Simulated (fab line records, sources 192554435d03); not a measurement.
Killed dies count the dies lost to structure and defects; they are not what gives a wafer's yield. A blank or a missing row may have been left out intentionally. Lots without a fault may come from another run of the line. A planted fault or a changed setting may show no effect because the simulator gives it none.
Chamber matching -- flow n5Finfet -- N5_BEOL_M6_STRIP_19 on rieDiel-01: 4 sister chambers
The step strips in O2. 4 wafers are shown with their chamber, then 10 later ones without.

WAFERS, EACH WITH ITS CHAMBER
wafer,chamber,throttleValvePct (%)
L090.3,2,16.90
L090.6,0,16.78
L092.3,1,16.59
L092.5,3,16.94

WAFERS MISSING THEIR CHAMBER
wafer,throttleValvePct (%)
L092.6,16.79
L095.2,16.91
L095.5,16.93
L095.6,16.58
L094.3,16.60
L094.5,16.61
L094.6,16.92
L097.3,16.85
L097.4,16.99
L097.5,16.61

WHICH CHAMBER EACH WENT THROUGH
wafer,from the rows above,in truth
L092.6,0,0
L095.2,can't be placed: 2 or 3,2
L095.5,can't be placed: 3 or 2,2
L095.6,1,1
L094.3,1,1
L094.5,1,1
L094.6,can't be placed: 3 or 2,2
L097.3,can't be placed: 2 or 0 or 3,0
L097.4,can't be placed: 3 or 2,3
L097.5,1,1
Placed correctly: 5 of 10. Cannot be placed on the basis of these rows: 5; the candidates contain the true chamber in 5. Placed wrongly: 0.
How it was worked out, from the rows above alone: a wafer's distance from a chamber is the root of the sum, over the readings, of the square of ((its reading less the chamber's mean) divided by the reading's scatter). If the next closest chamber is less than 2 further off than the closest, the wafer can't be placed; otherwise it belongs to the closest. For every chamber, the mean is computed from those of its wafers that are shown. The scatter: with one shown wafer a chamber, the root of the mean of the squares of how far each hidden wafer lies from its nearest shown one.
